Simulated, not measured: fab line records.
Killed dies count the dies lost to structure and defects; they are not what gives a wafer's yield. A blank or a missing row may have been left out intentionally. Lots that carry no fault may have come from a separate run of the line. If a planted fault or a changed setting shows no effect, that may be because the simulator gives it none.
Chamber matching    flow n5Finfet    N5_BEOL_M4_ETCH_77 on rieDiel-06 has 4 sister chambers
The step etches underlayer in N2/H2, target depth 6.5 nm, time 5.2 s. 20 wafers are shown with their chamber, then 10 later ones without.

## EACH WAFER AND ITS CHAMBER
wafer   chamber  drypumpMotorCurrentA (A)  showerheadPlenumPTorr (Torr)  throttleValvePct (%)
L075.1  1        5.5                       2.50                          17.49
L075.2  3        5.5                       2.49                          18.04
L075.6  0        6.5                       2.45                          17.82
L076.4  0        6.5                       2.45                          17.81
L076.5  1        5.5                       2.50                          17.47
L076.6  3        5.5                       2.49                          18.04
L074.3  1        5.5                       2.50                          17.49
L074.5  1        5.5                       2.50                          17.48
L074.6  0        6.5                       2.45                          17.80
L079.2  1        5.5                       2.50                          17.51
L079.3  3        5.6                       2.49                          18.05
L079.4  2        5.4                       2.60                          17.65
L080.2  2        5.4                       2.60                          17.62
L080.5  1        5.5                       2.50                          17.52
L080.6  3        5.5                       2.48                          18.06
L083.3  3        5.5                       2.48                          18.06
L083.5  3        5.5                       2.48                          18.08
L083.6  0        6.5                       2.45                          17.84
L086.1  0        6.5                       2.44                          17.85
L086.5  3        5.6                       2.48                          18.08

SIGNATURES (averages over the wafers above)
reading                chamber 0  chamber 1  chamber 2  chamber 3  scatter within a chamber
drypumpMotorCurrentA   6.500      5.500      5.400      5.529      0.0299
showerheadPlenumPTorr  2.4480     2.5000     2.6000     2.4843     0.00396
throttleValvePct       17.8240    17.4933    17.6350    18.0586    0.0187
Rule: for a wafer and a chamber, the distance is found by dividing, reading by reading, the gap between the wafer's reading and the chamber's mean by the reading's scatter, squaring, summing and taking the root. The wafer belongs to the nearest chamber; if the next one is less than 2 further off, it can't be placed. The scatter: the root of (the sum of the squares of (reading less its chamber's mean) over the shown wafers, divided by (wafers less chambers)).

## WAFERS WHOSE CHAMBER IS MISSING
wafer   drypumpMotorCurrentA (A)  showerheadPlenumPTorr (Torr)  throttleValvePct (%)
L086.6  5.3                       2.59                          17.67
L087.1  5.5                       2.49                          17.53
L087.3  5.5                       2.48                          18.09
L087.6  5.5                       2.48                          18.09
L092.1  5.3                       2.59                          17.71
L092.4  5.5                       2.47                          18.14
L092.6  5.5                       2.49                          17.56
L095.3  6.5                       2.44                          17.89
L095.5  5.4                       2.59                          17.68
L095.6  5.6                       2.47                          18.12

## CHAMBER TAKEN BY EACH
wafer   from the rows above  in truth
L086.6  2                    2
L087.1  1                    1
L087.3  3                    3
L087.6  3                    3
L092.1  2                    2
L092.4  3                    3
L092.6  1                    1
L095.3  0                    0
L095.5  2                    2
L095.6  3                    3
Correctly placed: 10 of 10. Can't be placed from these rows: 0. Number placed wrongly: 0.
